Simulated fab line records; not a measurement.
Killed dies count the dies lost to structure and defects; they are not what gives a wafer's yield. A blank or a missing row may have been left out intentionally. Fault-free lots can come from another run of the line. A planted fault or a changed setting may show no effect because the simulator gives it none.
The tool behind it: which one? + flow nandHarc + Sampling: 12 lots, 36 wafers, 5 of 1159 route steps

## WHAT EACH GAUGE READ, for each wafer
NHARC_END_SORT_01. Usual: killedAtArray 27, standard deviation 11; killedAtOther 0.7, standard deviation 1.1; killedAtPeriphery 3.6, standard deviation 2.4; killedDies 32, standard deviation 11; killedOpen 3.3, standard deviation 1.8; killedShort 2.1, standard deviation 1.5.
| lot  | measured     | on        | killedAtArray | killedAtOther | killedAtPeriphery | killedDies | killedOpen | killedShort | flag |
|------|--------------|-----------|---------------|---------------|-------------------|------------|------------|-------------|------|
| L615 | day 22 05:55 | prober-02 | 108 28 34     | 0 1 3         | 0 4 3             | 108 33 40  | 3 7 5      | 3 2 3       |      |

## EACH LOT AND THE TOOL THAT RAN IT (in order: tool; ch and the chambers of the sampled wafers; start)
| lot  | NHARC_A_CONTACT_ETCH_102          | NHARC_THIN_TSV_DEGAS_53     | NHARC_THIN_TSV_DESCUM_35          | NHARC_THIN_TSV_STRIP_56             |
|------|-----------------------------------|-----------------------------|-----------------------------------|-------------------------------------|
| L609 | rieDiel-03 ch 0,3, day 16 15:23   | pvdSputter-03, day 19 04:34 | rieDiel-11 ch 1,3, day 19 05:53   | plasmaAsher-01 ch 0, day 19 06:22   |
| L613 | rieDiel-03 ch 1,2, day 16 20:10   | pvdSputter-01, day 19 05:56 | rieDiel-01 ch 0,2,3, day 19 07:17 | plasmaAsher-02 ch 0,1, day 19 08:04 |
| L610 | rieDiel-03 ch 2,3, day 16 21:37   | pvdSputter-03, day 19 07:15 | rieDiel-11 ch 1,2,3, day 19 08:35 | plasmaAsher-01 ch 0,1, day 19 09:11 |
| L616 | rieDiel-08 ch 0,2, day 18 13:46   | pvdSputter-01, day 21 05:35 | rieDiel-01 ch 2,3, day 21 06:44   | plasmaAsher-01 ch 0,1, day 21 07:14 |
| L615 | rieDiel-03 ch 0,2,3, day 18 18:19 | pvdSputter-02, day 21 08:08 | rieDiel-11 ch 0,1,2, day 21 09:19 | plasmaAsher-02 ch 0,1, day 21 10:02 |
| L622 | rieDiel-13 ch 0,3, day 19 11:28   | pvdSputter-01, day 21 15:13 | rieDiel-11 ch 0,2,3, day 21 16:23 | plasmaAsher-02 ch 0,1, day 21 16:55 |
| L629 | rieDiel-08 ch 0,3, day 20 17:02   | pvdSputter-03, day 23 14:14 | rieDiel-01 ch 1,2, day 23 15:25   | plasmaAsher-01 ch 0,1, day 23 16:14 |
| L627 | rieDiel-13 ch 1,2,3, day 20 23:23 | pvdSputter-03, day 23 22:01 | rieDiel-01 ch 0,2,3, day 23 23:20 | plasmaAsher-01 ch 0,1, day 24 00:00 |
| L628 | rieDiel-03 ch 0,1, day 21 16:49   | pvdSputter-02, day 24 01:53 | rieDiel-01 ch 0,1, day 24 03:11   | plasmaAsher-02 ch 1, day 24 03:40   |
| L632 | rieDiel-03 ch 0,1, day 22 08:04   | pvdSputter-03, day 24 11:49 | rieDiel-07 ch 0,1, day 24 13:06   | plasmaAsher-02 ch 0,1, day 24 13:35 |
| L630 | rieDiel-03 ch 1,2,3, day 22 13:01 | pvdSputter-01, day 24 20:10 | rieDiel-07 ch 0,3, day 24 21:27   | plasmaAsher-01 ch 0, day 24 21:59   |
| L631 | rieDiel-13 ch 0,3, day 22 14:29   | pvdSputter-01, day 25 02:56 | rieDiel-11 ch 0,1, day 25 04:14   | plasmaAsher-01 ch 0,1, day 25 04:48 |
- NHARC_A_CONTACT_ETCH_102: etches the open film in CF4/O2, target depth 70 nm, overetch 7 nm, time 38.5 s.
- NHARC_THIN_TSV_DEGAS_53: time 60 s.
- NHARC_THIN_TSV_DESCUM_35: chemistry O2, time 3 s.
- NHARC_THIN_TSV_STRIP_56: strips in O2.

## AS READ BY THE TOOLS THEMSELVES (means over the sampled wafers that have a number; for cases with no such wafer, the mark the record gives instead)
NHARC_A_CONTACT_ETCH_102. Usual: drypumpMotorCurrentA 5.8 A (standard deviation 0.46); mfcArSccm 0.005 sccm (standard deviation 0.0072); o2FlowSccm 20.00 sccm (standard deviation 0.065); oesProductAu 1.000 a.u. (standard deviation 0.012); rfVppV 197.3 V (standard deviation 1.5); showerheadPlenumPTorr 1.31 Torr (standard deviation 0.065); throttleValvePct 13.398 % (standard deviation 0.0089).
| lot  | tool       | drypumpMotorCurrentA (A) | mfcArSccm (sccm) | o2FlowSccm (sccm) | oesProductAu (a.u.) | rfVppV (V) | showerheadPlenumPTorr (Torr) | throttleValvePct (%) | flag |
|------|------------|--------------------------|------------------|-------------------|---------------------|------------|------------------------------|----------------------|------|
| L609 | rieDiel-03 | 6.3                      | 0.011            | 20.02             | 1.005               | 197.3      | 1.28                         | 13.395               |      |
| L613 | rieDiel-03 | 5.5                      | 0.006            | 20.01             | 1.000               | 198.6      | 1.39                         | 13.403               |      |
| L610 | rieDiel-03 | 6.0                      | 0.017            | 19.88             | 1.010               | 197.5      | 1.32                         | 13.398               |      |
| L616 | rieDiel-08 | 5.1                      | 0.000            | 19.94             | 0.993               | 197.0      | 1.26                         | 13.390               |      |
| L615 | rieDiel-03 | 6.0                      | 0.011            | 20.03             | 0.998               | 197.3      | 1.30                         | 13.400               |      |
| L622 | rieDiel-13 | 6.1                      | 0.003            | 19.95             | 1.005               | 197.5      | 1.36                         | 13.394               |      |
| L629 | rieDiel-08 | 5.3                      | 0.000            | 20.01             | 1.010               | 195.8      | 1.24                         | 13.409               |      |
| L627 | rieDiel-13 | 5.7                      | 0.004            | 20.08             | 0.989               | 198.3      | 1.33                         | 13.397               |      |
| L628 | rieDiel-03 | 5.6                      | 0.000            | 19.94             | 1.007               | 199.4      | 1.38                         | 13.400               |      |
| L632 | rieDiel-03 | 5.7                      | 0.000            | 19.96             | 1.007               | 197.7      | 1.33                         | 13.402               |      |
| L630 | rieDiel-03 | 5.9                      | 0.011            | 19.95             | 1.005               | 197.2      | 1.34                         | 13.389               |      |
| L631 | rieDiel-13 | 6.1                      | 0.001            | 20.06             | 0.985               | 198.2      | 1.30                         | 13.402               |      |

NHARC_THIN_TSV_DEGAS_53. Usual: heaterPowerW at 481 W, with a standard deviation of 31.
| lot  | tool          | heaterPowerW (W) | flag |
|------|---------------|------------------|------|
| L609 | pvdSputter-03 | 490              |      |
| L613 | pvdSputter-01 | 490              |      |
| L610 | pvdSputter-03 | 484              |      |
| L616 | pvdSputter-01 | 486              |      |
| L615 | pvdSputter-02 | 463              |      |
| L622 | pvdSputter-01 | 472              |      |
| L629 | pvdSputter-03 | 493              |      |
| L627 | pvdSputter-03 | 509              |      |
| L628 | pvdSputter-02 | 475              |      |
| L632 | pvdSputter-03 | 513              |      |
| L630 | pvdSputter-01 | 500              |      |
| L631 | pvdSputter-01 | 482              |      |

NHARC_THIN_TSV_DESCUM_35. Usual: drypumpMotorCurrentA 5.6 A (standard deviation 0.32); mfcArSccm 0.009 sccm (standard deviation 0.013); o2FlowSccm 199.9 sccm (standard deviation 0.59); oesProductAu 0.995 a.u. (standard deviation 0.011); rfVppV 57.9 V (standard deviation 0.91); showerheadPlenumPTorr 1.91 Torr (standard deviation 0.089); throttleValvePct 11.311 % (standard deviation 0.0086).
| lot  | tool       | drypumpMotorCurrentA (A) | mfcArSccm (sccm) | o2FlowSccm (sccm) | oesProductAu (a.u.) | rfVppV (V) | showerheadPlenumPTorr (Torr) | throttleValvePct (%) | flag |
|------|------------|--------------------------|------------------|-------------------|---------------------|------------|------------------------------|----------------------|------|
| L609 | rieDiel-11 | 5.7                      | 0.003            | 200.1             | 0.989               | 58.4       | 1.98                         | 11.311               |      |
| L613 | rieDiel-01 | 5.2                      | 0.006            | 199.2             | 0.994               | 57.9       | 1.90                         | 11.308               |      |
| L610 | rieDiel-11 | 5.8                      | 0.014            | 200.2             | 0.992               | 57.8       | 1.89                         | 11.309               |      |
| L616 | rieDiel-01 | 5.0                      | 0.012            | 199.6             | 0.997               | 58.1       | 1.85                         | 11.312               |      |
| L615 | rieDiel-11 | 5.8                      | 0.012            | 199.9             | 0.996               | 57.8       | 1.93                         | 11.311               |      |
| L622 | rieDiel-11 | 5.8                      | 0.013            | 199.9             | 0.997               | 57.7       | 1.86                         | 11.312               |      |
| L629 | rieDiel-01 | 5.5                      | 0.000            | 200.0             | 0.998               | 57.6       | 1.92                         | 11.312               |      |
| L627 | rieDiel-01 | 5.2                      | 0.006            | 199.9             | 0.996               | 58.3       | 1.90                         | 11.306               |      |
| L628 | rieDiel-01 | 5.4                      | 0.000            | 199.7             | 0.984               | 58.1       | 1.97                         | 11.316               |      |
| L632 | rieDiel-07 | 5.3                      | 0.000            | 199.8             | 0.994               | 57.1       | 1.97                         | 11.316               |      |
| L630 | rieDiel-07 | 5.4                      | 0.011            | 200.6             | 0.992               | 58.2       | 1.95                         | 11.316               |      |
| L631 | rieDiel-11 | 5.6                      | 0.000            | 200.2             | 0.988               | 58.4       | 1.99                         | 11.320               |      |

NHARC_THIN_TSV_STRIP_56. Usual: drypumpMotorCurrentA 5.7 A, standard deviation 0.46; heaterPowerW 350 W, standard deviation 27.
| lot  | tool           | drypumpMotorCurrentA (A) | heaterPowerW (W) | flag |
|------|----------------|--------------------------|------------------|------|
| L609 | plasmaAsher-01 | 5.0                      | 343              |      |
| L613 | plasmaAsher-02 | 6.0                      | 337              |      |
| L610 | plasmaAsher-01 | 5.2                      | 361              |      |
| L616 | plasmaAsher-01 | 5.2                      | 351              |      |
| L615 | plasmaAsher-02 | 6.0                      | 339              |      |
| L622 | plasmaAsher-02 | 6.0                      | 338              |      |
| L629 | plasmaAsher-01 | 5.4                      | 369              |      |
| L627 | plasmaAsher-01 | 5.5                      | 364              |      |
| L628 | plasmaAsher-02 | 5.9                      | 375              |      |
| L632 | plasmaAsher-02 | 5.9                      | 355              |      |
| L630 | plasmaAsher-01 | 5.0                      | 335              |      |
| L631 | plasmaAsher-01 | 5.2                      | 352              |      |

## THE ANSWER, worked out from the rows above alone
Rule: a lot is off if the mean of its wafers that have a number lies more than 3 standard deviations from the usual mean. A lot without any number at a reading at which 4 lots or more have one is off too. All remaining lots with rows at the step are treated as sound. Order of review: gauges by route order, followed by the tools' own readings, for which a lot's mean as printed above is used. The first step at which some lot is off is used, and at that step the reading that is off furthest; a lot without a number counts as furthest.
Across all readings shown, no lot is off: no conclusion can be drawn from this.

## WHAT THE SIMULATOR HAD PUT IN
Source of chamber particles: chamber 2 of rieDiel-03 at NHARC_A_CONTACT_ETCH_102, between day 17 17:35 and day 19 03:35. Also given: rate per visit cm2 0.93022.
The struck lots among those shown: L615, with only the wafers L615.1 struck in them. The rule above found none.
